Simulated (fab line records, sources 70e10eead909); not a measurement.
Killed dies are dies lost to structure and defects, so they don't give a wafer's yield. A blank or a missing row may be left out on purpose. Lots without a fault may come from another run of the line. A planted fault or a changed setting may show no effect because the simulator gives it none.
Chamber matching | flow nand_harc | NHARC_A_M1_CMP_23 on cmp-01: 4 sister chambers
The step polishes, t overpolish 20 s, target thk 154.34 nm. 22 wafers are shown with their chamber, then 11 later ones without.

WAFERS WITH THEIR CHAMBER
wafer  | chamber | motor_current_A (A) | time_to_endpoint_s (s)
L075.3 | 2       | 10.8                | 20
L075.5 | 1       | 11.1                | 25
L075.6 | 0       | 11.6                | 29
L074.2 | 3       | 11.8                | 23
L074.3 | 0       | 11.1                | 26
L074.5 | 3       | 12.7                | 25
L074.1 | 2       | 10.8                | 19
L074.4 | 1       | 10.2                | 26
L074.6 | 0       | 10.6                | 27
L076.3 | 1       | 10.6                | 28
L076.5 | 2       | 11.4                | 24
L076.6 | 3       | 11.6                | 26
L079.1 | 3       | 12.1                | 28
L079.2 | 2       | 10.7                | 19
L079.4 | 1       | 10.5                | 28
L084.3 | 1       | 11.1                | 29
L084.4 | 2       | 11.0                | 21
L084.5 | 1       | 11.0                | 26
L087.1 | 2       | 10.6                | 22
L087.2 | 1       | 10.4                | 25
L087.4 | 3       | 12.4                | 25
L092.1 | 2       | 10.6                | 23

SIGNATURES (means of the wafers above)
reading            | chamber 0 | chamber 1 | chamber 2 | chamber 3 | scatter within a chamber
motor_current_A    | 11.100    | 10.700    | 10.843    | 12.120    | 0.378
time_to_endpoint_s | 27.33     | 26.71     | 21.14     | 25.40     | 1.77
Rule: a wafer's distance from a chamber is the root of the sum, over the readings, of the square of ((its reading less the chamber's mean) divided by the reading's scatter). The wafer belongs to the nearest chamber; if the next one is less than 2 further off, it can't be placed. The scatter: the root of (the sum of the squares of (reading less its chamber's mean) over the shown wafers, divided by (wafers less chambers)).

WAFERS WITHOUT THEIR CHAMBER
wafer  | motor_current_A (A) | time_to_endpoint_s (s)
L092.2 | 10.9                | 29
L092.5 | 11.0                | 35
L091.1 | 11.0                | 26
L091.2 | 11.5                | 27
L091.3 | 10.3                | 29
L093.1 | 11.0                | 31
L093.2 | 10.9                | 26
L093.5 | 10.8                | 23
L094.1 | 10.9                | 25
L094.3 | 11.2                | 20
L094.5 | 11.1                | 28

WHICH CHAMBER EACH WENT THROUGH
wafer  | from the rows above          | in truth
L092.2 | can't be placed: 0 or 1      | 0
L092.5 | can't be placed: 0 or 1 or 3 | 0
L091.1 | can't be placed: 0 or 1 or 2 | 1
L091.2 | can't be placed: 0 or 3 or 1 | 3
L091.3 | can't be placed: 1 or 0      | 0
L093.1 | can't be placed: 0 or 1      | 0
L093.2 | can't be placed: 1 or 0      | 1
L093.5 | can't be placed: 2 or 1 or 0 | 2
L094.1 | can't be placed: 1 or 0 or 2 | 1
L094.3 | 2                            | 2
L094.5 | can't be placed: 0 or 1      | 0
Placed correctly: 1 of 11. Can't be placed from these rows: 10 (the true chamber is among the candidates in 10). Placed wrongly: 0.
